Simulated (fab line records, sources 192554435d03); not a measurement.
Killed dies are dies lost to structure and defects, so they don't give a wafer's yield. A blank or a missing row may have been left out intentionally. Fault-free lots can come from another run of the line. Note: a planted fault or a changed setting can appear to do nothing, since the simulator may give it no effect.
Chamber matching    flow n5 finfet    N5_BEOL_M7_VIA_ETCH_34 on rie diel-06 has 4 sister chambers
The step etches SiCOH lowk in C4F6/O2, target depth 125.5 nm, time 50.5 s. 4 wafers are shown with their chamber, then 12 later ones without.

WAFERS, EACH WITH ITS CHAMBER
wafer   chamber  drypump motor current A (A)
L085.1  3        6.4
L089.1  1        6.0
L089.3  2        5.9
L089.6  0        5.6

WAFERS WITH NO CHAMBER GIVEN
wafer   drypump motor current A (A)
L092.1  6.0
L092.2  5.6
L092.4  5.9
L094.4  6.5
L094.5  5.9
L094.6  6.0
L096.1  6.0
L096.5  5.9
L096.6  6.0
L097.1  5.9
L097.2  6.0
L097.6  6.0

WHICH CHAMBER EACH WENT THROUGH
wafer   from the rows above  in truth
L092.1  1                    1
L092.2  0                    0
L092.4  2                    2
L094.4  3                    3
L094.5  2                    2
L094.6  1                    1
L096.1  1                    1
L096.5  2                    2
L096.6  1                    1
L097.1  2                    2
L097.2  1                    1
L097.6  1                    1
12 of 12 placed correctly. Left unplaced by these rows: 0. Wrongly placed: 0.
How it was worked out, from the rows above alone: a wafer's distance from a chamber is the root of the sum, over the readings, of the square of ((its reading less the chamber's mean) divided by the reading's scatter). If the next closest chamber is less than 2 further off than the closest, the wafer can't be placed; otherwise it belongs to the closest. The mean given for a chamber averages the wafers shown for that chamber. The scatter: with one shown wafer a chamber, the root of the mean of the squares of how far each hidden wafer lies from its nearest shown one.
